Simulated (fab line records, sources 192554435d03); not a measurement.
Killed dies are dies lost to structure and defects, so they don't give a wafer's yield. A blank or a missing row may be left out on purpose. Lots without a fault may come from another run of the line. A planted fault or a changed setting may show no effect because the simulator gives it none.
Which tool did it? | flow n5_finfet | 24 lots, 72 wafers sampled, at 5 steps of a route of 1938

WHAT THE GAUGES READ, wafer by wafer
N5_BEOL_M6_CD_MEAS_35: target cd 40 nm, target cd y 28 nm.
lot  | measured     | on        | cd_nm (nm)
L074 | day 9 20:53  | cd_sem-01 | 41.0 40.7 39.3
L075 | day 11 02:11 | cd_sem-02 | 41.2 40.7 40.4
L078 | day 11 02:21 | cd_sem-03 | 40.9 42.5 40.4
L076 | day 11 05:43 | cd_sem-01 | 41.4 40.0 39.8
L077 | day 11 10:44 | cd_sem-01 | 37.7 38.2 38.6
L079 | day 11 16:49 | cd_sem-01 | 40.5 40.3 42.2
L082 | day 12 05:48 | cd_sem-03 | 39.7 39.3 40.1
L083 | day 12 06:05 | cd_sem-03 | 41.3 40.3 41.2
L081 | day 12 13:23 | cd_sem-03 | 39.4 41.2 41.2
L080 | day 12 15:50 | cd_sem-02 | 39.6 39.8 41.5
L084 | day 12 23:19 | cd_sem-02 | 41.6 41.3 41.9
L085 | day 13 07:41 | cd_sem-02 | 40.8 38.4 39.3
L088 | day 13 13:32 | cd_sem-02 | 40.2 41.4 41.3
L087 | day 14 00:43 | cd_sem-02 | 40.4 39.5 40.9
L089 | day 14 05:21 | cd_sem-03 | 39.5 39.3 39.7
L086 | day 14 07:05 | cd_sem-03 | 39.8 41.8 40.2
L091 | day 14 09:46 | cd_sem-03 | 41.2 40.0 40.6
L093 | day 14 23:20 | cd_sem-02 | 40.4 38.8 40.7
L090 | day 15 05:26 | cd_sem-02 | 40.0 40.5 40.1
L092 | day 15 05:33 | cd_sem-02 | 41.4 39.9 40.3
L094 | day 15 15:51 | cd_sem-03 | 41.1 40.6 41.9
L096 | day 15 22:48 | cd_sem-03 | 40.9 39.8 41.1
L095 | day 16 05:56 | cd_sem-03 | 41.9 40.5 41.5
L097 | day 16 08:42 | cd_sem-02 | 38.1 39.8 37.8

N5_BEOL_M6_INSPECT_58: inspects for defects (darkfield).
lot  | measured     | on                | raw_defect_count
L074 | day 9 22:56  | defect_inspect-02 | 72 48 48
L075 | day 11 05:49 | defect_inspect-02 | 99 45 62
L078 | day 11 06:46 | defect_inspect-02 | 115 115 60
L076 | day 11 09:13 | defect_inspect-02 | 57 30 44
L077 | day 11 13:31 | defect_inspect-01 | 48 46 49
L079 | day 11 19:38 | defect_inspect-02 | 105 67 109
L082 | day 12 08:38 | defect_inspect-01 | 51 68 48
L083 | day 12 08:22 | defect_inspect-02 | 61 65 53
L081 | day 12 16:55 | defect_inspect-02 | 66 48 60
L080 | day 12 18:55 | defect_inspect-02 | 58 65 47
L084 | day 13 01:54 | defect_inspect-02 | 90 73 59
L085 | day 13 10:13 | defect_inspect-02 | 90 99 79
L088 | day 13 15:53 | defect_inspect-01 | 63 101 76
L087 | day 14 03:18 | defect_inspect-01 | 63 62 85
L089 | day 14 08:34 | defect_inspect-01 | 78 107 44
L086 | day 14 11:08 | defect_inspect-01 | 98 65 77
L091 | day 14 12:32 | defect_inspect-01 | 60 54 59
L093 | day 15 02:28 | defect_inspect-01 | 86 79 82
L090 | day 15 08:20 | defect_inspect-02 | 73 84 116
L092 | day 15 07:54 | defect_inspect-02 | 120 40 61
L094 | day 15 20:19 | defect_inspect-01 | 48 62 49
L096 | day 16 02:46 | defect_inspect-01 | 103 69 43
L095 | day 16 09:24 | defect_inspect-01 | 66 104 65
L097 | day 16 10:42 | defect_inspect-02 | 86 73 95

N5_BEOL_M7_THK_MEAS_01.
lot  | measured     | on            | M7_ILD_THK (nm)
L074 | day 9 23:34  | film_metro-02 | 152.8 157.4 156.2
L075 | day 11 06:36 | film_metro-02 | 153.1 156.1 154.3
L078 | day 11 07:23 | film_metro-02 | 151.5 153.9 154.5
L076 | day 11 09:52 | film_metro-02 | 154.2 158.3 156.6
L077 | day 11 14:08 | film_metro-01 | 148.8 151.8 156.9
L079 | day 11 20:14 | film_metro-01 | 151.0 152.2 155.9
L082 | day 12 09:14 | film_metro-02 | 157.8 158.0 160.1
L083 | day 12 08:59 | film_metro-01 | 153.0 159.1 158.9
L081 | day 12 17:32 | film_metro-01 | 156.8 157.8 158.5
L080 | day 12 19:40 | film_metro-01 | 155.1 153.4 156.0
L084 | day 13 02:32 | film_metro-02 | 149.1 155.4 151.2
L085 | day 13 11:01 | film_metro-01 | 156.0 152.3 156.6
L088 | day 13 16:29 | film_metro-01 | 157.1 152.4 159.7
L087 | day 14 04:02 | film_metro-01 | 153.8 152.9 156.6
L089 | day 14 09:11 | film_metro-01 | 153.7 155.9 156.0
L086 | day 14 11:46 | film_metro-02 | 156.0 158.0 154.8
L091 | day 14 13:10 | film_metro-01 | 153.2 156.0 156.4
L093 | day 15 03:34 | film_metro-02 | 151.3 153.7 155.7
L090 | day 15 09:26 | film_metro-01 | 154.2 156.2 157.4
L092 | day 15 08:31 | film_metro-01 | 153.5 150.0 153.3
L094 | day 15 20:55 | film_metro-02 | 156.9 156.7 158.8
L096 | day 16 03:52 | film_metro-01 | 156.1 154.2 154.9
L095 | day 16 10:01 | film_metro-02 | 152.4 154.6 156.6
L097 | day 16 11:20 | film_metro-02 | 155.9 160.6 158.8

WHICH TOOL RAN EACH LOT (tool, then ch and the chambers of the sampled wafers, then the start)
lot  | N5_BEOL_M6_DESCUM_33               | N5_BEOL_M6_PRE_CLEAN_45
L074 | rie_diel-04 ch 2,3, day 9 20:19    | pvd_sputter-03, day 9 21:22
L075 | rie_diel-04 ch 0,1,3, day 11 01:36 | pvd_sputter-01, day 11 02:37
L078 | rie_diel-05 ch 1,2, day 11 01:46   | pvd_sputter-01, day 11 04:58
L076 | rie_diel-01 ch 1,2,3, day 11 05:07 | pvd_sputter-03, day 11 06:14
L077 | rie_diel-05 ch 1,2, day 11 10:10   | pvd_sputter-01, day 11 11:16
L079 | rie_diel-05 ch 1,2, day 11 16:14   | pvd_sputter-02, day 11 17:36
L082 | rie_diel-04 ch 1,3, day 12 05:13   | pvd_sputter-03, day 12 06:30
L083 | rie_diel-01 ch 1,2, day 12 05:30   | pvd_sputter-03, day 12 06:35
L081 | rie_diel-01 ch 0,2,3, day 12 12:49 | pvd_sputter-03, day 12 15:14
L080 | rie_diel-01 ch 1,3, day 12 15:16   | pvd_sputter-01, day 12 16:20
L084 | rie_diel-01 ch 1,2, day 12 22:44   | pvd_sputter-01, day 13 00:10
L085 | rie_diel-04 ch 0,1,3, day 13 07:07 | pvd_sputter-03, day 13 08:11
L088 | rie_diel-04 ch 0,2, day 13 12:57   | pvd_sputter-03, day 13 14:05
L087 | rie_diel-05 ch 2,3, day 14 00:08   | pvd_sputter-03, day 14 01:15
L089 | rie_diel-05 ch 0,2,3, day 14 04:46 | pvd_sputter-01, day 14 06:01
L086 | rie_diel-05 ch 0,3, day 14 06:31   | pvd_sputter-03, day 14 09:29
L091 | rie_diel-04 ch 2,3, day 14 09:11   | pvd_sputter-03, day 14 10:25
L093 | rie_diel-01 ch 1,3, day 14 22:45   | pvd_sputter-03, day 15 00:17
L090 | rie_diel-04 ch 1,3, day 15 04:51   | pvd_sputter-01, day 15 06:10
L092 | rie_diel-05 ch 0,1, day 15 04:58   | pvd_sputter-03, day 15 06:05
L094 | rie_diel-01 ch 0,1,3, day 15 15:16 | pvd_sputter-02, day 15 18:19
L096 | rie_diel-04 ch 2,3, day 15 22:13   | pvd_sputter-03, day 15 23:14
L095 | rie_diel-04 ch 2,3, day 16 05:21   | pvd_sputter-03, day 16 07:47
L097 | rie_diel-04 ch 0,1, day 16 08:06   | pvd_sputter-02, day 16 09:07
- N5_BEOL_M6_DESCUM_33: chemistry O2, time 7 s.
- N5_BEOL_M6_PRE_CLEAN_45: time 30 s.

WHAT THE TOOLS THEMSELVES READ (means of the sampled wafers that have a number; where no wafer has one, the mark that the record gives instead)
N5_BEOL_M6_DESCUM_33.
lot  | tool        | drypump_motor_current_A (A) | oes_product_au (a.u.) | rf_vpp_V (V) | showerhead_plenum_p_Torr (Torr) | throttle_valve_pct (%)
L074 | rie_diel-04 | 5.6                         | 0.85                  | 243.2        | 2.08                            | 20.48
L075 | rie_diel-04 | 5.8                         | 0.74                  | 242.4        | 2.05                            | 20.50
L078 | rie_diel-05 | 5.9                         | 0.74                  | 243.9        | 2.10                            | 20.71
L076 | rie_diel-01 | 5.3                         | 0.73                  | 242.4        | 2.09                            | 20.48
L077 | rie_diel-05 | 5.5                         | 0.71                  | 243.6        | 2.12                            | 20.56
L079 | rie_diel-05 | 5.6                         | 0.71                  | 244.0        | 2.12                            | 20.56
L082 | rie_diel-04 | 5.9                         | 0.71                  | 241.0        | 2.00                            | 20.65
L083 | rie_diel-01 | 5.3                         | 0.71                  | 242.9        | 2.10                            | 20.46
L081 | rie_diel-01 | 5.4                         | 0.79                  | 242.5        | 2.08                            | 20.55
L080 | rie_diel-01 | 5.3                         | 0.75                  | 242.4        | 2.07                            | 20.54
L084 | rie_diel-01 | 5.3                         | 0.71                  | 243.7        | 2.10                            | 20.48
L085 | rie_diel-04 | 5.8                         | 0.72                  | 241.3        | 2.04                            | 20.52
L088 | rie_diel-04 | 5.7                         | 0.78                  | 243.2        | 2.11                            | 20.31
L087 | rie_diel-05 | 5.4                         | 0.94                  | 243.9        | 2.16                            | 20.08
L089 | rie_diel-05 | 5.3                         | 0.86                  | 243.4        | 2.10                            | 20.11
L086 | rie_diel-05 | 5.2                         | 0.79                  | 242.5        | 2.04                            | 20.13
L091 | rie_diel-04 | 5.5                         | 0.76                  | 242.5        | 2.04                            | 20.60
L093 | rie_diel-01 | 5.3                         | 0.73                  | 241.9        | 2.06                            | 20.57
L090 | rie_diel-04 | 5.7                         | 0.71                  | 241.2        | 2.01                            | 20.69
L092 | rie_diel-05 | 5.4                         | 0.71                  | 241.9        | 1.99                            | 20.42
L094 | rie_diel-01 | 5.7                         | 0.79                  | 243.4        | 2.11                            | 20.47
L096 | rie_diel-04 | 5.5                         | 0.74                  | 241.4        | 2.04                            | 20.63
L095 | rie_diel-04 | 5.5                         | 0.74                  | 242.5        | 2.04                            | 20.63
L097 | rie_diel-04 | 6.0                         | 0.70                  | 241.3        | 2.02                            | 20.57

N5_BEOL_M6_PRE_CLEAN_45.
lot  | tool           | heater_power_w (W)
L074 | pvd_sputter-03 | 345
L075 | pvd_sputter-01 | 336
L078 | pvd_sputter-01 | 334
L076 | pvd_sputter-03 | 339
L077 | pvd_sputter-01 | 356
L079 | pvd_sputter-02 | 315
L082 | pvd_sputter-03 | 335
L083 | pvd_sputter-03 | 344
L081 | pvd_sputter-03 | 327
L080 | pvd_sputter-01 | 344
L084 | pvd_sputter-01 | 355
L085 | pvd_sputter-03 | 332
L088 | pvd_sputter-03 | 328
L087 | pvd_sputter-03 | 324
L089 | pvd_sputter-01 | 342
L086 | pvd_sputter-03 | 317
L091 | pvd_sputter-03 | 348
L093 | pvd_sputter-03 | 320
L090 | pvd_sputter-01 | 335
L092 | pvd_sputter-03 | 331
L094 | pvd_sputter-02 | 302
L096 | pvd_sputter-03 | 339
L095 | pvd_sputter-03 | 336
L097 | pvd_sputter-02 | 316

THE ANSWER, worked out from the rows above alone
Rule: what is usual is taken from the lots themselves. Put in order of their means at a reading, lots are off if they are a third of the lots or fewer, leave a main group of 4 or more, and stand apart from it by a gap of 3 or more times the standard deviation of the main group's means; of several such gaps the widest counts. A main group whose means are all the same, to the digits that the tables above print for the reading, isn't used. A lot without any number at a reading at which 4 lots or more have one is off too. The other lots that the step has rows for count as sound. The gauges are gone through in route order, then the tools' own readings, and for those a lot's mean is taken as printed above. The first step at which some lot is off is used, and at that step the reading that is off furthest; a lot without a number counts as furthest.
No lot is off at any reading shown: from this, nothing can be told.

WHAT THE SIMULATOR HAD PUT IN
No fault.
